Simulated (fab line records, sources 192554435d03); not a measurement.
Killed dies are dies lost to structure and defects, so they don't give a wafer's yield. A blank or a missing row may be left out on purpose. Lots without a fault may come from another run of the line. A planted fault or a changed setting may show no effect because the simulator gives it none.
Split-lot experiment | flow n5_finfet | 7 lots, 21 wafers read, on a route of 1938 steps

THE SPLIT
At N5_WELL_APT_EXPOSE_05 (exposes mask NWELL, defocus 0 nm, target cd 200 nm), the setting dose_mj was moved away from the recipe's 20.3 on 6 of the 21 wafers read, by -3.7% to +6.6%. The other wafers ran this setting at the recipe's value.

FROM THE SPLIT TO THE READING: what the file shows between them, 2 steps
- N5_WELL_APT_PEB_06: peb time 90 s
- N5_WELL_APT_DEVELOP_07: develop time 45 s

THE READING
WELL_APT.cd_nm (the simulator's own value, which no gauge read), in nm, at N5_WELL_APT_DESCUM_13 (chemistry O2, time 7.9 s). The file gives no usual value for it. The 15 wafers here that ran the recipe average 199.8 nm, standard deviation 2.6 nm.

wafer  | tool, chamber at the split | dose_mj as run | against the recipe | WELL_APT.cd_nm, nm | against lot-mates on the recipe
L088.3 | krf_scanner-02, 0          | 20.3           | recipe             | 201                | -
L088.5 | krf_scanner-02, 0          | 20.3           | recipe             | 198.7              | -
L088.6 | krf_scanner-02, 0          | 20.3           | recipe             | 197.7              | -
L089.2 | krf_scanner-01, 0          | 21.31          | +5.0%              | 210.7              | +9.8
L089.5 | krf_scanner-01, 0          | 20.3           | recipe             | 200.4              | -
L089.6 | krf_scanner-01, 0          | 20.3           | recipe             | 201.4              | -
L090.4 | krf_scanner-02, 0          | 20.3           | recipe             | 196.7              | -
L090.5 | krf_scanner-02, 0          | 21.15          | +4.2%              | 206.3              | +9.6
L090.6 | krf_scanner-02, 0          | 21.15          | +4.2%              | 205.5              | +8.8
L091.3 | krf_scanner-01, 0          | 20.3           | recipe             | 203.6              | -
L091.4 | krf_scanner-01, 0          | 20.3           | recipe             | 202.4              | -
L091.5 | krf_scanner-01, 0          | 20.3           | recipe             | 202.9              | -
L092.2 | krf_scanner-02, 0          | 20.3           | recipe             | 204.1              | -
L092.4 | krf_scanner-02, 0          | 21.63          | +6.6%              | 213.5              | +9.4
L092.5 | krf_scanner-02, 0          | 21.63          | +6.6%              | 211.6              | +7.5
L093.3 | krf_scanner-01, 0          | 20.3           | recipe             | 196.9              | -
L093.4 | krf_scanner-01, 0          | 19.54          | -3.7%              | 194.6              | -2.1
L093.5 | krf_scanner-01, 0          | 20.3           | recipe             | 196.4              | -
L094.1 | krf_scanner-01, 0          | 20.3           | recipe             | 196.3              | -
L094.5 | krf_scanner-01, 0          | 20.3           | recipe             | 198.5              | -
L094.6 | krf_scanner-01, 0          | 20.3           | recipe             | 199.8              | -

THE FIT
A straight line over all 21 wafers: WELL_APT.cd_nm changes by +1.81 nm for each +1% of dose_mj; r = +0.89; the points scatter about the line by 2.5 nm.
The same after taking each lot's own level away (the mean of its wafers on the recipe; 21 wafers): +1.46 nm for each +1%; r = +0.92; scatter 1.6 nm.
On that fit, the largest move of dose_mj shifts the reading by 9.6 nm.
The lots' own levels span 196.65 to 204.10 nm, that is 2.8 times the standard deviation above.
So the lot-to-lot level changes the slope: the two fits differ.
Check: with one of the wafers moved furthest among these (+6.6%) left out of the fit, the line predicts +10.3 nm for it against its lot-mates. It came out at +9.4 nm against them.

THE FILE'S OWN FIT
WELL_APT.cd_nm changes by +1.51 nm for each +1% of dose_mj, r = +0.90.
